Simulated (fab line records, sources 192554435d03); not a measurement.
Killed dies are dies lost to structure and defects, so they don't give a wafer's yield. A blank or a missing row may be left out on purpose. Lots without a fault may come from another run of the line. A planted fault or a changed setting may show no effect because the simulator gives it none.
A struck lot beside a sound one | flow n5_finfet | 15 steps out of a route of 1938
Sound: wafers L132.2, L132.3, L132.5. Struck: wafers L136.3, L136.5, L136.6. The cause comes at the end.
At each step with rows: each side's tool, then ch and its chambers, then its first start. Under that, the readings that differ: sound wafers | struck wafers | difference of the means | sigmas: that difference in standard deviations of wafers without a fault.
alike: readings whose means differ by less than 2 such deviations, and words and numbers that are the same on both sides. not compared: withheld readings, readings that some wafer has no value for, bounds like >300 that may hide the same value, and numbers for which the record gives no deviation and whose values overlap.
The two part at a step that has a row with sigmas, a row that says differs or no value, or rows on one side only. Numbers that don't overlap but have no deviation are shown without sigmas and don't part them. A reading that every wafer of one side lacks parts them only if that side has two wafers or more.

first, 8 steps without rows for these wafers: N5_MIM_TOP_LITHO_HMDS_01 (time 60 s); N5_MIM_TOP_LITHO_COAT_02; N5_MIM_TOP_LITHO_EBR_04; N5_MIM_TOP_LITHO_SOFTBAKE_03 (time 90 s); N5_MIM_TOP_LITHO_EXPOSE_05 (exposes mask MIM TOP, target cd 2000 nm); N5_MIM_TOP_LITHO_PEB_06; N5_MIM_TOP_LITHO_DEVELOP_07 (develop time 60 s); N5_MIM_TOP_LITHO_HARDBAKE_09 (time 120 s).
N5_MIM_TOP_LITHO_CD_MEAS_08: target cd 2000 nm.
  sound on cd_sem-02 ch 0, day 13 02:37; struck on cd_sem-02 ch 0, day 13 15:35
  alike: cd_nm
N5_MIM_TOP_LITHO_OVL_MEAS_11:
  sound on overlay-01 ch 0, day 13 02:38; struck on overlay-02 ch 0, day 13 15:37
  alike: MIM_TOP_OVL
N5_MIM_TOP_LITHO_INSPECT_12: inspects for defects (macro).
  sound on defect_inspect-01, day 13 02:40; struck on defect_inspect-01, day 13 15:38
  alike: raw_defect_count
N5_MIM_TOP_LITHO_DESCUM_10: chemistry O2, time 7.9 s.
  sound on rie_diel-04 ch 1,2, day 13 02:43; struck on rie_diel-04 ch 0,1,2, day 13 15:40
  alike: drypump_motor_current_A, oes_product_au, rf_vpp_V, showerhead_plenum_p_Torr, throttle_valve_pct
  not compared: rf_hours_counter_h
N5_MIM_TOP_ETCH_ETCH_00: etches TiN in Cl2/BCl3, target depth 38.5 nm.
  sound on rie_metal-01 ch 0,1, day 13 02:48; struck on rie_metal-01 ch 0,1, day 13 15:48
  reading                                  | sound             | struck            | difference | sigmas
  bias_w (W)                               | 125.7 125.9 126.1 | 145.6 146.0 145.4 | +19.8      | +60
  model.etch.depth_nm (nm)                 | 38.6 38.43 38.27  | 40.47 40.91 40.68 | +2.25      |
  model.MIM_TOP_ETCH.feature_depth_nm (nm) | 38.6 38.4 38.2    | 40.4 41 40.6      | +2.3       |
  alike: drypump_motor_current_A, oes_product_au, throttle_valve_pct
  not compared: rf_hours_counter_h
N5_MIM_TOP_ETCH_STRIP_01: strips in O2.
  sound on rie_diel-03 ch 0,2, day 13 03:01; struck on rie_diel-01 ch 1,2,3, day 13 15:54
  alike: drypump_motor_current_A, oes_product_au, rf_vpp_V, showerhead_plenum_p_Torr, throttle_valve_pct
  not compared: rf_hours_counter_h
then, 1 step without rows for these wafers: N5_PASSIVATION_PROBE_49.

WHERE THEY PART
Only at N5_MIM_TOP_ETCH_ETCH_00, within this record. Later steps at which nothing parts them and some readings are alike: N5_MIM_TOP_ETCH_STRIP_01.

WHY: what the simulator had put in
Process parameter drift: rie_metal-01, from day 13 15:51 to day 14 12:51, at N5_MIM_TOP_ETCH_ETCH_00. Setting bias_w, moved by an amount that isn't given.
